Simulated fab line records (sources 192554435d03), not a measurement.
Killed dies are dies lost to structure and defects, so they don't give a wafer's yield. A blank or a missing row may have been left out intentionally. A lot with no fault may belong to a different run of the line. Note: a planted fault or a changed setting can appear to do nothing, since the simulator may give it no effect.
fab line records	flow n5-finfet
record: lots: 10	wafers: 30	last-day: 18
route steps=1938 shown BEOL_M5@1149 PASSIVATION@1936
lots that met no fault: taken from a fault-free run of the same line
start-h: the number of hours between the record's first day and the start of the first shown wafer of the lot	wait-h: hours elapsed since this lot's preceding step	" same as the row above	L1.1+2: several wafers, shown together as one row	- no value, or no start given	* or withheld: withheld	< > ~ a bound
route shown NAME@n: a module of which the file shows steps, and the number in the route of the first	usual: average and standard deviation across the fault-free wafers	same: alike in all rows	chamber/n: place in a boat	sites: the reading at each site	_std_site: the standard deviation of these	_edge_site: outer sites' mean less inner sites'	radius-mm: for every site, how far away it sits from the centre of the wafer	mask NAME#n: copy n	behind: the tool/chamber that last shaped the wafer	hold: the reason the lot was held/the length of the hold in hours/how it ended	device: the n, p or np transistor that did not switch	end of line: tests of these same wafers at the route's end	a step given without rows: its recipe and nothing more	killed: the dies lost at the first sort to structure and to defects; this is not the yield of the wafer	map: a wafer's dies, x killed, . not, _ none there
set.NAME: setting as actually run; set.NAME@STEP: the setting as run at that earlier step	model.NAME: the simulator's own value behind a step, which no gauge read
the route's steps for a sample of lots (tables are steps, rows are wafers)
services: a tool's chamber out of use, with start hour (start-h, from the record's first day; less than 0 if before it), hours out, and reason
== steps ==
step: N5_BEOL_M5_OVL_MEAS_29
recipe: points-per-wafer: 522
usual: V4_OVL: 0.2/0.83
lot.wafer	tool	chamber	start-h	wait-h	V4_OVL[nm]
L126.4	overlay-01	0	189.73	0.0	0.1
L126.5	"	0	"	"	0.3
L126.6	"	0	"	"	0.4
L127.1	overlay-02	0	206.52	0.0	0.4
L127.2	"	0	"	"	1.1
L127.4	"	0	"	"	1.1
L128.1	overlay-02	0	210.15	0.0	-0.3
L128.3	"	0	"	"	-1.2
L128.4	"	0	"	"	0.3
L131.2	overlay-02	0	243.22	0.0	-0.3
L131.3	"	0	"	"	0.6
L131.6	"	0	"	"	-0.8
L134.2	overlay-02	0	250.32	0.0	-0.3
L134.3	"	0	"	"	1.1
L134.4	"	0	"	"	-0.5
L141.1	overlay-02	0	284.43	0.0	-0.2
L141.4	"	0	"	"	0.4
L141.6	"	0	"	"	0.2
L138.1	overlay-01	0	284.51	0.0	-1.6
L138.4	"	0	"	"	0.9
L138.5	"	0	"	"	-0.9
L144.1	overlay-02	0	311.49	0.0	0.1
L144.2	"	0	"	"	-0.4
L144.5	"	0	"	"	0.6
L145.2	overlay-01	0	316.52	0.0	1.2
L145.4	"	0	"	"	1.0
L145.5	"	0	"	"	-1.0
L147.2	overlay-02	0	316.57	0.0	0.8
L147.3	"	0	"	"	-0.9
L147.6	"	0	"	"	-0.3
step: N5_BEOL_M5_STRIP_91
recipe: chemistry: N2/H2	time-s: 10	power-w: 450	temp-c: 40	pressure-mtorr: 20	rf-frequency-hz: 6e+07	bias-power-w: 7	n2-flow-sccm: 200	h2-flow-sccm: 200
usual: bias-power-w: 7.000/0.021	chamber-pressure-mTorr: 20.004/0.018	drypump-motor-current-A: 5.9/0.4	oes-product-au: 0.78/0.081	rf-vpp-V: 59.0/0.92	showerhead-plenum-p-Torr: 2.53/0.098	throttle-valve-pct: 23.8/0.32
lot.wafer	tool	chamber	start-h	wait-h	bias-power-w	chamber-pressure-mTorr	drypump-motor-current-A	oes-product-au	rf-hours-counter-h	rf-vpp-V	showerhead-plenum-p-Torr	throttle-valve-pct
L126.4	rie-diel-06	2	-	-	6.969	19.998	6.2	0.69	221	59.1	2.62	24.0
L126.5	"	2	"	"	6.987	20.028	6.2	0.69	-	57.9	2.62	24.0
L126.6	"	3	"	"	6.979	19.981	6.2	0.77	-	61.3	2.54	23.8
L127.1	rie-diel-05	0	-	-	7.009	20.038	6.0	0.72	197	60.1	2.63	24.0
L127.2	"	2	"	"	7.013	19.992	5.1	0.82	104	58.7	2.57	24.1
L127.4	"	0	"	"	7.013	19.995	6.0	0.71	-	59.6	2.63	24.0
L128.1	rie-diel-06	1	-	-	6.998	20.006	6.2	0.89	29	59.3	2.60	24.1
L128.3	"	0	"	"	6.986	20.010	6.1	0.77	154	58.6	2.54	23.8
L128.4	"	3	"	"	6.984	20.007	6.3	0.77	144	59.0	2.54	23.8
L131.2	rie-diel-04	3	-	-	6.980	19.984	6.4	0.77	154	59.3	2.34	24.1
L131.3	"	1	"	"	6.988	19.988	5.2	0.78	143	59.0	2.43	23.3
L131.6	"	3	"	"	7.036	19.958	6.4	0.76	-	58.7	2.34	24.1
L134.2	rie-diel-05	0	-	-	6.979	20.013	5.9	0.70	210	61.7	2.62	24.0
L134.3	"	3	"	"	6.982	19.986	5.7	0.93	12	58.0	2.70	23.1
L134.4	"	1	"	"	6.985	20.009	5.5	0.71	209	60.5	2.63	23.6
L141.1	rie-diel-06	1	-	-	6.997	20.005	6.2	0.85	52	59.5	2.59	24.1
L141.4	"	2	"	"	6.978	20.033	6.2	0.67	249	59.4	2.61	24.1
L141.6	"	0	"	"	7.016	20.026	6.2	0.74	-	58.0	2.53	23.8
L138.1	rie-diel-06	3	-	-	6.971	19.988	6.2	0.75	167	58.7	2.53	23.8
L138.4	"	1	"	"	7.019	20.012	6.2	0.85	52	58.9	2.59	24.1
L138.5	"	0	"	"	6.994	20.014	6.2	0.75	-	59.9	2.53	23.8
L144.1	rie-diel-04	3	-	-	7.014	19.997	6.4	0.74	178	57.9	2.33	24.1
L144.2	"	0	"	"	7.009	19.980	5.9	0.73	191	59.0	2.41	23.5
L144.5	"	1	"	"	6.990	19.996	5.2	0.75	-	59.5	2.43	23.3
L145.2	rie-diel-06	0	-	-	6.994	20.010	6.1	0.73	188	58.9	2.52	23.8
L145.4	"	0	"	"	6.967	20.030	6.2	0.73	-	56.9	2.52	23.8
L145.5	"	3	"	"	7.030	19.977	6.3	0.75	-	59.2	2.53	23.8
L147.2	rie-diel-05	3	-	-	7.008	19.992	5.7	0.88	34	58.5	2.69	23.1
L147.3	"	0	"	"	6.987	20.024	5.9	0.68	230	57.1	2.61	24.0
L147.6	"	2	"	"	6.994	20.003	5.1	0.78	-	58.9	2.55	24.2
step: N5_BEOL_M5_HM_STRIP_39
recipe: chemistry: peroxide-tin-strip	material: TiN	target-depth-a: 250	temp-c: 50	time-s: 158
usual: bath-guard-temp-C: 49.7/0.44	bath-heat-duty-pct: 7.2/0.85
lot.wafer	tool	chamber	start-h	wait-h	bath-guard-temp-C	bath-heat-duty-pct
L126.4	wet-bench-05	2	190.26	0.0	50.3	7.9
L126.5	"	7	"	"	48.9	6.3
L126.6	"	0	"	"	50.4	6.6
L127.1	wet-bench-02	1	207.06	0.0	50.8	7.7
L127.2	"	7	"	"	50.0	9.5
L127.4	"	4	"	"	49.5	7.7
L128.1	wet-bench-05	6	210.69	0.0	50.0	6.0
L128.3	"	7	"	"	49.1	6.6
L128.4	"	5	"	"	50.3	6.0
L131.2	wet-bench-05	7	243.75	0.0	49.0	5.4
L131.3	"	6	"	"	49.9	7.3
L131.6	"	2	"	"	50.0	7.5
L134.2	wet-bench-05	3	251.05	0.0	49.0	7.1
L134.3	"	6	"	"	50.1	5.5
L134.4	"	4	"	"	49.7	8.1
L141.1	wet-bench-05	6	285.36	0.0	-	-
L141.4	"	2	"	"	-	-
L141.6	"	4	"	"	-	-
L138.1	wet-bench-02	2	285.75	0.0	-	-
L138.4	"	4	"	"	-	-
L138.5	"	6	"	"	-	-
L144.1	wet-bench-05	0	312.37	0.0	49.9	7.1
L144.2	"	3	"	"	49.8	7.8
L144.5	"	1	"	"	49.6	7.0
L145.2	wet-bench-05	5	317.06	0.0	50.4	6.1
L145.4	"	7	"	"	49.0	5.9
L145.5	"	3	"	"	49.6	7.4
L147.2	wet-bench-01	3	317.11	0.0	49.8	7.5
L147.3	"	5	"	"	49.7	7.5
L147.6	"	4	"	"	49.2	7.4
step: N5_BEOL_M5_SPUTTER_48
recipe: material: Cu	target-thk-a: 150	temp-c: -20	chamber-pressure-pa: 0.07	power-w: withheld	time-s: 27.62
usual: throttle-valve-pct: 30.6/1.3
lot.wafer	tool	chamber	start-h	wait-h	throttle-valve-pct
L126.4	pvd-sputter-02	-	191.61	0.1	29.4
L126.5	"	-	"	"	31.0
L126.6	"	-	"	"	29.5
L127.1	pvd-sputter-03	-	208.20	0.1	30.6
L127.2	"	-	"	"	30.7
L127.4	"	-	"	"	32.7
L128.1	pvd-sputter-02	-	211.87	0.2	30.8
L128.3	"	-	"	"	29.3
L128.4	"	-	"	"	27.9
L131.2	pvd-sputter-01	-	245.76	0.1	29.9
L131.3	"	-	"	"	30.6
L131.6	"	-	"	"	30.8
L134.2	pvd-sputter-01	-	252.52	0.2	31.6
L134.3	"	-	"	"	33.1
L134.4	"	-	"	"	30.5
L141.1	pvd-sputter-03	-	287.61	0.2	30.6
L141.4	"	-	"	"	30.6
L141.6	"	-	"	"	30.8
L138.1	pvd-sputter-01	-	287.82	0.3	30.1
L138.4	"	-	"	"	31.6
L138.5	"	-	"	"	29.9
L144.1	pvd-sputter-02	-	313.80	0.3	29.6
L144.2	"	-	"	"	31.4
L144.5	"	-	"	"	27.9
L147.2	pvd-sputter-01	-	318.33	0.1	33.1
L147.3	"	-	"	"	30.5
L147.6	"	-	"	"	30.6
L145.2	pvd-sputter-03	-	318.45	0.1	28.8
L145.4	"	-	"	"	32.8
L145.5	"	-	"	"	32.9
step: N5_BEOL_M5_CMP_52
recipe: stop-on: SiCOH_lowk	t-overpolish-s: 6.9	down-force-psi: 1	platen-rpm: 50	clearing-platen-down-force-psi: 1.5	clearing-platen-rpm: 50	post-cmp-clean: cu-alkaline	target-thk-nm: 62	clearing-platen-pad-velocity-m-s: 0.99484	pad-velocity-m-s: 0.99484
usual: barrier-field-endpoint-s: 24.5/0.5	clearing-platen-down-force-psi: 1.501/0.0033	motor-current-A: 5.8/0.6	slurry-filter-dp-kPa: 13.50/0.14	slurry-flow-ml-min: 150.0/0.48
lot.wafer	tool	chamber	start-h	wait-h	barrier-field-endpoint-s	clearing-platen-down-force-psi	motor-current-A	slurry-filter-dp-kPa	slurry-flow-ml-min
L126.4	cmp-03	2	196.46	0.1	24.8	1.502	6.0	13.32	150.6
L126.5	"	2	"	"	24.5	1.504	5.8	13.41	149.5
L126.6	"	3	"	"	24.8	1.504	5.0	13.48	150.0
L127.4	cmp-04	1	213.04	0.1	25.4	1.496	4.9	13.29	150.2
L127.1	"	2	"	"	25.0	1.505	5.7	13.64	150.8
L127.2	"	0	"	"	24.9	1.503	5.6	13.41	149.9
L128.1	cmp-01	2	216.78	0.3	24.1	1.502	5.6	13.72	150.8
L128.3	"	0	"	"	24.3	1.505	5.7	13.50	150.0
L128.4	"	1	"	"	23.8	1.503	5.4	13.52	149.9
L131.2	cmp-04	1	250.91	0.2	24.4	1.499	5.0	13.42	149.4
L131.3	"	2	"	"	23.8	1.502	5.8	13.47	150.2
L131.6	"	1	"	"	25.3	1.504	5.0	13.37	149.4
L134.4	cmp-01	2	257.38	0.1	24.8	1.505	6.2	13.70	150.4
L134.3	"	3	"	"	24.7	1.502	7.1	13.61	150.5
L134.2	"	0	"	"	24.7	1.502	5.8	13.68	150.2
L141.1	cmp-04	2	292.53	0.3	32.1	1.500	6.2	13.42	149.1
L141.4	"	3	"	"	32.3	1.497	5.8	13.69	151.1
L141.6	"	0	"	"	32.7	1.501	5.8	13.57	150.0
L138.1	cmp-03	0	292.74	0.3	32.5	1.503	6.7	13.51	149.8
L138.4	"	3	"	"	33.2	1.496	5.2	13.40	149.8
L138.5	"	0	"	"	34.2	1.503	6.5	13.36	150.7
L144.1	cmp-03	2	319.05	0.3	23.7	1.506	5.7	13.40	149.7
L144.2	"	0	"	"	24.7	1.499	6.8	13.70	149.4
L144.5	"	3	"	"	24.4	1.501	4.8	13.46	149.7
L147.2	cmp-04	0	323.21	0.2	24.7	1.507	5.4	13.71	150.5
L147.3	"	1	"	"	24.3	1.500	5.0	13.06	149.9
L147.6	"	0	"	"	24.2	1.502	5.4	13.72	150.0
L145.4	cmp-03	0	323.45	0.3	24.6	1.498	6.4	13.56	149.3
L145.2	"	1	"	"	23.5	1.499	6.4	13.42	149.8
L145.5	"	0	"	"	24.1	1.501	6.6	13.56	150.2
step: N5_PASSIVATION_PROBE_49
usual: defect-limited-yield: 91.0/1.6	killed_at_M0_to_M3: 35/11	killed_at_M4_up: 14/5.1	killed-at-contacts: 12/6.6	killed-at-front-end: 41/12	killed-at-other: 4/3	killed-dies: 107/19	killed-on-rim: 14/4.6	killed-open: 70/15	killed-short: 35/8.5	sort_bin_5_function: 5.3/1	sort_bin_6_memory: 3.4/0.73	sort-n-pass: 1073/19	sort-yield-pct: 91.0/1.6
same: gross-dies: 1180	killed-at-back-side: 0	sort_bin_4_leakage[%]: 0	sort_bin_8_speed[%]: 0
lot.wafer	tool	chamber	start-h	wait-h	defect-limited-yield[%]	killed_at_M0_to_M3	killed_at_M4_up	killed-at-contacts	killed-at-front-end	killed-at-other	killed-dies	killed-on-rim	killed-open	killed-short	sort_bin_5_function[%]	sort_bin_6_memory[%]	sort-n-pass	sort-yield-pct[%]
L126.4	prober-01	-	303.08	0.3	87.8	45	19	20	46	14	144	24	100	41	7.0	4.8	1036	87.8
L126.5	prober-01	-	303.13	0.3	88.2	61	19	24	28	7	139	18	97	41	7.2	4.5	1041	88.2
L126.6	prober-01	-	303.18	0.4	88.2	38	20	28	43	10	139	20	98	40	7.6	3.8	1041	88.2
L127.1	prober-01	-	317.68	0.0	87.1	42	17	6	81	6	152	23	82	66	8.1	4.2	1028	87.1
L127.2	prober-01	-	317.73	0.1	90.1	24	20	17	52	4	117	21	77	38	5.4	4.0	1063	90.1
L127.4	prober-01	-	317.83	0.2	88.9	45	22	12	46	6	131	22	86	41	5.8	4.8	1049	88.9
L128.1	prober-01	-	319.03	0.0	92.5	26	14	13	35	0	88	12	57	29	4.7	2.3	1092	92.5
L128.3	prober-01	-	319.13	0.1	89.1	35	11	13	64	6	129	23	87	38	6.6	3.8	1051	89.1
L128.4	prober-01	-	319.18	0.2	93.6	27	7	8	31	3	76	11	44	31	3.1	3.1	1104	93.6
L131.2	prober-02	-	347.73	0.1	93.7	22	11	6	26	9	74	12	43	28	4.3	1.9	1106	93.7
L131.3	prober-02	-	347.78	0.1	90.5	30	27	13	36	6	112	18	74	33	5.6	3.6	1068	90.5
L131.6	prober-02	-	347.93	0.3	92.1	27	18	9	37	2	93	12	58	26	5.2	2.5	1087	92.1
L134.2	prober-01	-	348.26	0.1	91.8	20	13	13	51	0	97	11	60	37	4.8	3.1	1083	91.8
L134.3	prober-01	-	348.31	0.1	91.9	21	9	13	51	2	96	16	68	28	5.4	2.5	1084	91.9
L134.4	prober-01	-	348.36	0.2	89.9	27	12	12	67	1	119	16	75	42	4.9	4.6	1061	89.9
L141.1	prober-01	-	383.79	0.0	88.5	24	17	19	69	7	136	15	80	42	6.4	4.4	1044	88.5
L141.4	prober-01	-	383.94	0.2	90.3	21	33	15	41	4	114	15	61	41	5.8	3.6	1066	90.3
L141.6	prober-01	-	384.04	0.3	89.7	25	24	16	53	4	122	12	67	42	6.2	3.8	1058	89.7
L138.1	prober-01	-	388.48	0.0	88.9	42	18	13	57	1	131	14	89	30	7.0	3.7	1049	88.9
L138.4	prober-01	-	388.63	0.2	88.9	29	24	29	49	0	131	20	73	44	6.3	4.2	1049	88.9
L138.5	prober-01	-	388.68	0.2	88.8	29	35	17	51	0	132	15	80	30	6.5	4.3	1048	88.8
L144.1	prober-01	-	407.03	0.0	88.7	30	21	12	67	3	133	20	78	53	7.2	3.7	1047	88.7
L144.2	prober-01	-	407.08	0.1	92.4	30	9	3	45	3	90	8	61	28	4.2	3.1	1090	92.4
L144.5	prober-01	-	407.23	0.2	90.6	34	8	5	58	6	111	14	59	52	4.4	4.7	1069	90.6
L145.2	prober-02	-	415.84	0.1	93.4	34	8	13	18	5	78	6	48	29	3.8	2.5	1102	93.4
L145.4	prober-02	-	415.94	0.2	92.3	38	10	7	34	2	91	11	58	31	4.1	3.2	1089	92.3
L145.5	prober-02	-	415.99	0.2	91.4	23	17	14	42	5	101	8	47	53	4.8	3.1	1079	91.4
L147.2	prober-01	-	419.79	0.1	90.3	37	28	5	40	4	114	16	78	33	5.5	3.5	1066	90.3
L147.3	prober-01	-	419.84	0.1	91.9	17	19	3	54	3	96	15	60	35	4.7	2.9	1084	91.9
L147.6	prober-01	-	419.99	0.3	92.7	25	6	5	50	0	86	8	55	28	4.4	2.5	1094	92.7
killed by level:class
L126.4 BEOL_M0_SAQP:geometric-particle:open=18 STI_FIN_REVEAL:geometric-particle:open=15 MOL_CONTACT_COAG:geometric-particle:open=13 GATE_CUT:geometric-particle:short=11 BEOL_M0_SAQP:geometric-particle:short=8 BEOL_M3:geometric-particle:open=8 BEOL_M2:geometric-particle:open=7 BEOL_M4:geometric-particle:open=7
L126.5 MOL_CONTACT_COAG:geometric-particle:open=22 BEOL_M0_SAQP:geometric-particle:short=19 BEOL_M0_SAQP:geometric-particle:open=18 BEOL_M2:geometric-particle:open=11 STI_FIN_REVEAL:geometric-particle:open=6 BEOL_M1:geometric-particle:open=6 BEOL_M7:geometric-particle:open=6 FIN_SAQP:geometric-particle:open=5
L126.6 MOL_CONTACT_COAG:geometric-particle:open=22 STI_FIN_REVEAL:geometric-particle:open=14 BEOL_M0_SAQP:geometric-particle:open=10 BEOL_M0_SAQP:geometric-particle:short=9 BEOL_M4:geometric-particle:open=8 DUMMY_GATE:geometric-particle:open=7 MOL_CONTACT_COAG:geometric-particle:short=6 BEOL_M2:geometric-particle:open=6
L127.1 STI_FIN_REVEAL:geometric-particle:open=21 BEOL_M0_SAQP:geometric-particle:short=20 FIN_SAQP:geometric-particle:open=12 GATE_CUT:geometric-particle:short=12 FIN_SAQP:geometric-particle:short=11 BEOL_M0_SAQP:geometric-particle:open=11 STI_FIN_REVEAL:geometric-particle:short=6 BEOL_M1:geometric-particle:open=5
L127.2 MOL_CONTACT_COAG:geometric-particle:open=16 FIN_SAQP:geometric-particle:short=12 FIN_SAQP:geometric-particle:open=10 GATE_CUT:geometric-particle:short=7 BEOL_M7:geometric-particle:open=6 DUMMY_GATE:geometric-particle:open=5 BEOL_M4:geometric-particle:open=5 BEOL_M2:geometric-particle:open=5
L127.4 BEOL_M0_SAQP:geometric-particle:short=17 FIN_SAQP:geometric-particle:open=16 BEOL_M0_SAQP:geometric-particle:open=11 MOL_CONTACT_COAG:geometric-particle:open=9 FIN_SAQP:geometric-particle:short=7 BEOL_M4:geometric-particle:open=7 STARTING-WAFER:geometric-particle:open=6 BEOL_M1:geometric-particle:open=5
L128.1 MOL_CONTACT_COAG:geometric-particle:open=11 STI_FIN_REVEAL:geometric-particle:open=9 STARTING-WAFER:geometric-particle:short=6 BEOL_M0:geometric-particle:open=6 GATE_CUT:geometric-particle:short=5 BEOL_M1:geometric-particle:open=5 BEOL_M0_SAQP:geometric-particle:open=4 BEOL_M0_SAQP:geometric-particle:short=4
L128.3 STI_FIN_REVEAL:geometric-particle:open=24 BEOL_M3:geometric-particle:open=14 MOL_CONTACT_COAG:geometric-particle:open=13 FIN_SAQP:geometric-particle:open=12 FIN_SAQP:geometric-particle:short=10 BEOL_M0:geometric-particle:short=6 BEOL_M4:coat-microbubble-printed=4 BEOL_M0_SAQP:geometric-particle:open=4
L128.4 FIN_SAQP:geometric-particle:short=8 MOL_CONTACT_COAG:geometric-particle:open=7 BEOL_M0:geometric-particle:short=7 STI_FIN_REVEAL:geometric-particle:open=5 BEOL_M0_SAQP:geometric-particle:short=5 BEOL_M2:geometric-particle:open=5 STARTING-WAFER:geometric-particle:open=5 BEOL_M4:geometric-particle:open=4
L131.2 STI_FIN_REVEAL:geometric-particle:open=10 BEOL_M2:geometric-particle:open=7 BEOL_M3:geometric-particle:open=5 FIN_SAQP:geometric-particle:open=4 BEOL_M0:geometric-particle:short=4 PAD_METAL:geometric-particle:open=4 PAD_METAL:geometric-particle:short=4 FIN_SAQP:geometric-particle:short=3
L131.3 STI_FIN_REVEAL:geometric-particle:open=19 MOL_CONTACT_COAG:geometric-particle:open=9 BEOL_M2:geometric-particle:open=7 BEOL_M1:geometric-particle:open=6 BEOL_M5:geometric-particle:open=6 FIN_SAQP:geometric-particle:short=4 BEOL_M0_SAQP:geometric-particle:open=4 BEOL_M0_SAQP:geometric-particle:short=4
L131.6 STI_FIN_REVEAL:geometric-particle:open=12 MOL_CONTACT_COAG:geometric-particle:open=7 BEOL_M0_SAQP:geometric-particle:open=6 BEOL_M2:geometric-particle:open=6 BEOL_M6:geometric-particle:open=5 BEOL_M1:geometric-particle:open=4 BEOL_M3:geometric-particle:open=4 BEOL_M4:geometric-particle:open=4
L134.2 FIN_SAQP:geometric-particle:short=15 FIN_SAQP:geometric-particle:open=12 MOL_CONTACT_COAG:geometric-particle:open=10 BEOL_M4:geometric-particle:open=8 BEOL_M2:geometric-particle:open=5 BEOL_M3:geometric-particle:open=5 BEOL_M3:geometric-particle:short=5 STARTING-WAFER:geometric-particle:short=5
L134.3 FIN_SAQP:geometric-particle:open=13 MOL_CONTACT_COAG:geometric-particle:open=11 FIN_SAQP:geometric-particle:short=10 STI_FIN_REVEAL:geometric-particle:open=7 BEOL_M0:geometric-particle:open=6 DUMMY_GATE:geometric-particle:open=5 ILD0:geometric-particle:short=5 BEOL_M1:geometric-particle:open=5
L134.4 FIN_SAQP:geometric-particle:short=20 STI_FIN_REVEAL:geometric-particle:open=18 FIN_SAQP:geometric-particle:open=12 MOL_CONTACT_COAG:geometric-particle:open=9 BEOL_M3:geometric-particle:open=7 BEOL_M4:geometric-particle:open=5 STI_FIN_REVEAL:geometric-particle:short=4 DUMMY_GATE:geometric-particle:open=4
L141.1 STI_FIN_REVEAL:geometric-particle:open=18 FIN_SAQP:geometric-particle:short=13 MOL_CONTACT_COAG:geometric-particle:open=13 BEOL_M1:geometric-particle:open=10 DUMMY_GATE:geometric-particle:open=7 BEOL_M4:geometric-particle:open=7 MOL_CONTACT_COAG:geometric-particle:short=6 BEOL_M5:interface-void-opened=6
L141.4 BEOL_M4:geometric-particle:open=14 MOL_CONTACT_COAG:geometric-particle:open=12 BEOL_M1:geometric-particle:open=11 BEOL_M5:interface-void-opened=11 STI_FIN_REVEAL:geometric-particle:open=10 FIN_SAQP:geometric-particle:short=9 GATE_CUT:geometric-particle:short=7 BEOL_M3:geometric-particle:short=4
L141.6 MOL_CONTACT_COAG:geometric-particle:open=13 STI_FIN_REVEAL:geometric-particle:open=11 BEOL_M5:interface-void-opened=10 FIN_SAQP:geometric-particle:short=9 BEOL_M1:geometric-particle:open=7 FIN_SAQP:geometric-particle:open=6 GATE_CUT:geometric-particle:short=5 STI_FIN_REVEAL:geometric-particle:short=5
L138.1 STI_FIN_REVEAL:geometric-particle:open=25 MOL_CONTACT_COAG:geometric-particle:open=12 BEOL_M3:geometric-particle:open=12 BEOL_M5:interface-void-opened=12 FIN_SAQP:geometric-particle:short=7 BEOL_M0:geometric-particle:open=7 BEOL_M0_SAQP:geometric-particle:open=6 BEOL_M1:geometric-particle:open=6
L138.4 MOL_CONTACT_COAG:geometric-particle:open=23 FIN_SAQP:geometric-particle:short=17 BEOL_M5:interface-void-opened=13 BEOL_M3:geometric-particle:open=13 STI_FIN_REVEAL:geometric-particle:open=8 GATE_CUT:geometric-particle:short=6 MOL_CONTACT_COAG:geometric-particle:short=5 DUMMY_GATE:geometric-particle:open=4
L138.5 BEOL_M5:interface-void-opened=19 FIN_SAQP:geometric-particle:open=14 BEOL_M3:geometric-particle:open=14 MOL_CONTACT_COAG:geometric-particle:open=11 FIN_SAQP:geometric-particle:short=10 STI_FIN_REVEAL:geometric-particle:open=8 MOL_CONTACT_COAG:geometric-particle:short=6 DUMMY_GATE:geometric-particle:open=5
L144.1 STI_FIN_REVEAL:geometric-particle:open=23 FIN_SAQP:geometric-particle:short=13 BEOL_M4:geometric-particle:open=11 BEOL_M2:geometric-particle:open=9 GATE_CUT:geometric-particle:short=8 MOL_CONTACT_COAG:geometric-particle:short=6 MOL_CONTACT_COAG:geometric-particle:open=6 FIN_SAQP:geometric-particle:open=5
L144.2 STI_FIN_REVEAL:geometric-particle:open=10 FIN_SAQP:geometric-particle:open=9 BEOL_M0:geometric-particle:open=6 BEOL_M1:geometric-particle:open=6 FIN_SAQP:geometric-particle:short=5 GATE_CUT:geometric-particle:short=5 BEOL_M0_SAQP:geometric-particle:open=5 BEOL_M3:geometric-particle:open=4
L144.5 FIN_SAQP:geometric-particle:short=16 FIN_SAQP:geometric-particle:open=13 BEOL_M3:geometric-particle:open=11 STI_FIN_REVEAL:geometric-particle:open=10 BEOL_M0_SAQP:geometric-particle:short=10 ILD0:geometric-particle:short=7 BEOL_M0_SAQP:geometric-particle:open=4 BEOL_M3:geometric-particle:short=4
L145.2 BEOL_M3:geometric-particle:open=12 MOL_CONTACT_COAG:geometric-particle:open=11 BEOL_M0_SAQP:geometric-particle:short=7 BEOL_M0_SAQP:geometric-particle:open=4 BEOL_M2:geometric-particle:open=4 BEOL_M4:geometric-particle:short=4 PASS1_CAP:geometric-particle:open=4 BEOL_M2:geometric-particle:short=3
L145.4 BEOL_M0_SAQP:geometric-particle:open=9 BEOL_M3:geometric-particle:open=9 FIN_SAQP:geometric-particle:short=8 BEOL_M0_SAQP:geometric-particle:short=8 MOL_CONTACT_COAG:geometric-particle:open=7 FIN_SAQP:geometric-particle:open=6 BEOL_M2:geometric-particle:open=5 BEOL_M4:geometric-particle:open=4
L145.5 BEOL_M0_SAQP:geometric-particle:short=12 MOL_CONTACT_COAG:geometric-particle:open=9 FIN_SAQP:geometric-particle:short=8 GATE_CUT:geometric-particle:short=7 BEOL_M0_SAQP:geometric-particle:open=6 MOL_CONTACT_COAG:geometric-particle:short=5 BEOL_M4:geometric-particle:short=5 GATE_CUT:geometric-particle:open=4
L147.2 BEOL_M4:geometric-particle:open=17 FIN_SAQP:geometric-particle:open=14 BEOL_M0_SAQP:geometric-particle:short=9 FIN_SAQP:geometric-particle:short=8 BEOL_M3:geometric-particle:open=7 BEOL_M1:geometric-particle:open=7 BEOL_M2:geometric-particle:open=6 BEOL_M0_SAQP:geometric-particle:open=4
L147.3 FIN_SAQP:geometric-particle:open=16 FIN_SAQP:geometric-particle:short=9 STI_FIN_REVEAL:geometric-particle:open=9 BEOL_M4:geometric-particle:open=7 BEOL_M3:geometric-particle:open=6 BEOL_M5:geometric-particle:short=6 BEOL_M0_SAQP:geometric-particle:short=5 STARTING-WAFER:geometric-particle:open=4
L147.6 FIN_SAQP:geometric-particle:open=12 STI_FIN_REVEAL:geometric-particle:open=8 BEOL_M3:geometric-particle:open=7 FIN_SAQP:geometric-particle:short=6 BEOL_M1:geometric-particle:open=5 GATE_CUT:geometric-particle:short=4 MOL_CONTACT_COAG:geometric-particle:open=4 BEOL_M2:geometric-particle:open=4
== services ==
tool	chamber	start-h	hours	kind
cmp-03	-	174.66	0.8	repair
rie-diel-04	3	179.15	9.9	repair
cmp-01	-	196.21	7.7	pm
cmp-03	-	204.53	0.5	repair
cmp-03	-	212.65	2.6	repair
cmp-03	-	234.29	4.4	repair
cmp-04	-	236.15	6.9	repair
rie-diel-04	1	246.57	21.8	repair
cmp-01	-	249.10	0.4	repair
wet-bench-01	-	250.72	4.7	repair
cmp-01	-	251.39	2.2	repair
cmp-03	-	253.11	4.0	pm
cmp-03	-	257.11	-	consumable-replace:conditioner
cmp-03	-	257.11	-	consumable-replace:pad
rie-diel-04	2	259.91	4.9	repair
cmp-01	-	263.06	4.0	pm
pvd-sputter-02	-	277.88	6.1	repair
rie-diel-06	2	288.97	-	clean
rie-diel-06	2	288.97	-	consumable-replace:focus-ring
rie-diel-06	2	288.97	15.6	scheduled-down
rie-diel-06	2	288.97	15.6	vent-cycle
pvd-sputter-03	-	298.65	1.0	repair
cmp-04	-	300.65	6.5	repair
rie-diel-06	1	310.69	9.2	repair
== key ==
first-sign: step: N5_BEOL_M5_HM_STRIP_39	reading: tool-record	direction: missing
effect: step: N5_BEOL_M5_CMP_52	reading: barrier-field-endpoint-s	direction: up	sigmas: 17	usual: 24.5	struck: 32.9
effect: step: N5_PASSIVATION_PROBE_49	reading: killed_at_M4_up	direction: up	sigmas: 2.3	usual: 14	struck: 25	wafers-moved: 4
met-at N5_BEOL_M5_HM_STRIP_39
struck-lots L138,L141
not-acting-at N5_BEOL_M5_OVL_MEAS_29,N5_BEOL_M5_STRIP_91,N5_BEOL_M5_SPUTTER_48
onset-between 251.05 285.36
fault: kind: skipped-step-whole	tool: wet-bench-02,wet-bench-05	chamber: -	onset-h: 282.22	steps: N5_BEOL_M5_HM_STRIP_39	scope: struck-lots-only
